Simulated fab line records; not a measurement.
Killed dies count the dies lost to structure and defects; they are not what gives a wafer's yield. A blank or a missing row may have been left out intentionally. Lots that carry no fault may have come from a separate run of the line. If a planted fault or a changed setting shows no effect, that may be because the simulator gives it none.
Which tool did it?	flow nand harc	33 wafers from 11 lots sampled at 5 of the route's 1159 steps

## WHAT EACH GAUGE READ, for each wafer
NHARC_END_SORT_01.
lot	measured	on	killed at array
L625	day 19 06:15	prober-02	30 19 24
L628	day 19 23:21	prober-01	25 19 23
L627	day 19 19:38	prober-02	27 23 17
L629	day 20 14:37	prober-01	35 34 32
L630	day 21 04:48	prober-01	31 38 30
L631	day 21 07:18	prober-02	12 12 17
L637	day 22 07:37	prober-01	45 45 35
L639	day 22 17:02	prober-02	42 40 48
L647	day 25 03:11	prober-02	32 51 47
L645	day 24 20:20	prober-01	18 29 28
L646	day 25 03:21	prober-01	33 39 28

## WHICH TOOL RAN EACH LOT (tool, then ch and the chambers of the sampled wafers, then the start)
lot	NHARC_A_CONTACT_ETCH_31	NHARC_A_CONTACT_ETCH_135	NHARC_A_CONTACT_ETCH_136	NHARC_A_CONTACT_ETCH_110
L625	rie diel-12 ch 0,3, day 17 07:15 or earlier	har cap etch-02 ch 0,1, day 17 07:15	har cap etch-02 ch 0,1, day 17 07:23	rie diel-02 ch 0,1,3, day 17 08:39
L628	rie diel-12 ch 0,1,3, day 17 12:34 or earlier	har cap etch-02 ch 0,1, day 17 12:34	har cap etch-02 ch 0,1, day 17 12:41	rie diel-02 ch 0,1, day 17 13:56
L627	rie diel-12 ch 2,3, day 17 15:17 or earlier	har cap etch-03 ch 0,1, day 17 15:17	har cap etch-03 ch 0,1, day 17 15:25	rie diel-02 ch 1,2,3, day 17 16:40
L629	rie diel-12 ch 0,1,2, day 18 12:32 or earlier	har cap etch-02 ch 0,1, day 18 12:32	har cap etch-02 ch 0,1, day 18 12:40	rie diel-12 ch 0,1,2, day 18 14:20
L630	rie diel-02 ch 0,1,2, day 18 21:02 or earlier	har cap etch-02 ch 0,1, day 18 21:02	har cap etch-02 ch 0,1, day 18 21:10	rie diel-02 ch 0,1, day 18 22:28
L631	rie diel-02 ch 0,1,3, day 19 02:08 or earlier	har cap etch-02 ch 0,1, day 19 02:08	har cap etch-02 ch 0,1, day 19 02:16	rie diel-02 ch 0,3, day 19 03:29
L637	rie diel-02 ch 1,2,3, day 20 00:59 or earlier	har cap etch-02 ch 0,1, day 20 00:59	har cap etch-02 ch 0,1, day 20 01:07	rie diel-02 ch 2,3, day 20 02:31
L639	rie diel-02 ch 0,1, day 20 06:06 or earlier	har cap etch-01 ch 0,1, day 20 06:06	har cap etch-01 ch 0,1, day 20 06:16	rie diel-12 ch 0,2,3, day 20 07:35
L647	rie diel-12 ch 1,3, day 22 16:59 or earlier	har cap etch-01 ch 0,1, day 22 16:59	har cap etch-01 ch 0,1, day 22 17:07	rie diel-02 ch 1,3, day 22 19:09
L645	rie diel-02 ch 1,2,3, day 22 21:09 or earlier	har cap etch-02 ch 0,1, day 22 21:09	har cap etch-02 ch 0,1, day 22 21:17	rie diel-02 ch 0,1,2, day 22 22:44
L646	rie diel-12 ch 0,2,3, day 22 21:38 or earlier	har cap etch-01 ch 0,1, day 22 21:38	har cap etch-01 ch 0,1, day 22 21:46	rie diel-02 ch 0,1,3, day 22 23:34
- NHARC_A_CONTACT_ETCH_31: etches the open film in O2/COS, target depth 2000 nm, time 520 s.
- NHARC_A_CONTACT_ETCH_135: etches the open film in C4F8/O2/Ar, time 132 s, target depth 1287 nm.
- NHARC_A_CONTACT_ETCH_136: etches the open film in C4F8/O2/Ar, time 132 s, target depth 1287 nm.
- NHARC_A_CONTACT_ETCH_110: etches the open film in CF4/O2, target depth 50 nm, overetch 5 nm, time 27.5 s.

## THE ANSWER, worked out from the rows above alone
Rule: usual is defined by the lots themselves. The widest of any qualifying gaps counts: lots, ordered by their means at a reading, are off when they make up no more than a third of the lots, leave a main group of 4 or more, and stand apart from it by 3 or more times the standard deviation of that group's means. A main group whose means are all the same, to the digits that the tables above print for the reading, isn't used. A lot without any number at a reading at which 4 lots or more have one is off too. Where the step has rows for the other lots, those lots are counted as sound.
Across all readings shown, no lot is off: no conclusion can be drawn from this.

## WHAT THE SIMULATOR PUT IN
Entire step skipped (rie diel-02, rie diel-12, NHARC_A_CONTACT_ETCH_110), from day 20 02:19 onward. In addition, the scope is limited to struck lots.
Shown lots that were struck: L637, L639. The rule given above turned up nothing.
